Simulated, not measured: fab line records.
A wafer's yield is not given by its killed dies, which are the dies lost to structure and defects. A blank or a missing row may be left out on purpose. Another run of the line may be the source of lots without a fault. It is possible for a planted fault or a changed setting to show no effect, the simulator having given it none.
Chamber matching ; flow nand harc ; NHARC_A_CONTACT_ETCH_91 on rie diel-09: 4 sister chambers
The step etches the open film in CH3F/O2, target depth 40 nm, time 85.7 s. 24 wafers are shown with their chamber, then 12 later ones without.

WAFERS PAIRED WITH THEIR CHAMBERS
wafer;chamber;drypump motor current A (A);showerhead plenum p Torr (Torr);rf vpp V (V)
L075.3;3;5.5;2.66;246.2
L075.4;1;6.0;2.29;243.6
L075.6;0;5.2;2.40;245.0
L078.1;2;4.7;2.31;242.1
L078.2;0;5.2;2.40;244.3
L078.3;1;6.0;2.29;241.8
L081.1;3;5.5;2.66;248.2
L081.4;1;6.0;2.29;242.4
L081.5;3;5.6;2.66;247.4
L079.2;3;5.6;2.66;247.0
L079.4;1;6.0;2.29;242.9
L079.5;2;4.7;2.31;242.1
L085.3;0;5.2;2.39;243.5
L085.5;3;5.6;2.65;248.1
L085.6;2;4.7;2.31;241.0
L086.2;0;5.2;2.39;244.3
L086.3;3;5.6;2.65;247.9
L086.5;3;5.6;2.65;248.1
L089.1;2;4.7;2.31;241.9
L089.5;1;6.0;2.28;241.8
L089.6;0;5.2;2.39;243.3
L090.2;3;5.6;2.65;245.4
L090.3;2;4.7;2.30;241.4
L090.6;3;5.5;2.65;247.2

SIGNATURES (averages over the wafers above)
reading;chamber 0;chamber 1;chamber 2;chamber 3;scatter within a chamber
drypump motor current A;5.200;6.000;4.700;5.567;0.0316
showerhead plenum p Torr;2.3940;2.2880;2.3080;2.6544;0.00501
rf vpp V;244.080;242.500;241.700;247.278;0.793
Rule: distance of a wafer from a chamber = root of the sum over the readings of ((wafer's reading minus chamber's mean) / reading's scatter) squared. If the next closest chamber is less than 2 further off than the closest, the wafer can't be placed; otherwise it belongs to the closest. The scatter: the root of (the sum of the squares of (reading less its chamber's mean) over the shown wafers, divided by (wafers less chambers)).

WAFERS MISSING THEIR CHAMBER
wafer;drypump motor current A (A);showerhead plenum p Torr (Torr);rf vpp V (V)
L092.1;5.5;2.65;246.0
L092.3;6.0;2.28;241.7
L092.5;5.6;2.65;247.1
L093.3;6.0;2.28;242.1
L093.5;5.6;2.65;246.3
L093.6;4.7;2.30;241.7
L095.3;4.6;2.30;243.6
L095.5;5.2;2.39;242.8
L095.6;6.0;2.28;240.9
L097.2;4.7;2.30;241.7
L097.3;6.0;2.28;242.4
L097.4;5.5;2.65;246.5

CHAMBER TAKEN BY EACH
wafer;from the rows above;in truth
L092.1;3;3
L092.3;1;1
L092.5;3;3
L093.3;1;1
L093.5;3;3
L093.6;2;2
L095.3;2;2
L095.5;0;0
L095.6;1;1
L097.2;2;2
L097.3;1;1
L097.4;3;3
Correctly placed: 12 of 12. Left unplaced by these rows: 0. Placed wrongly: 0.
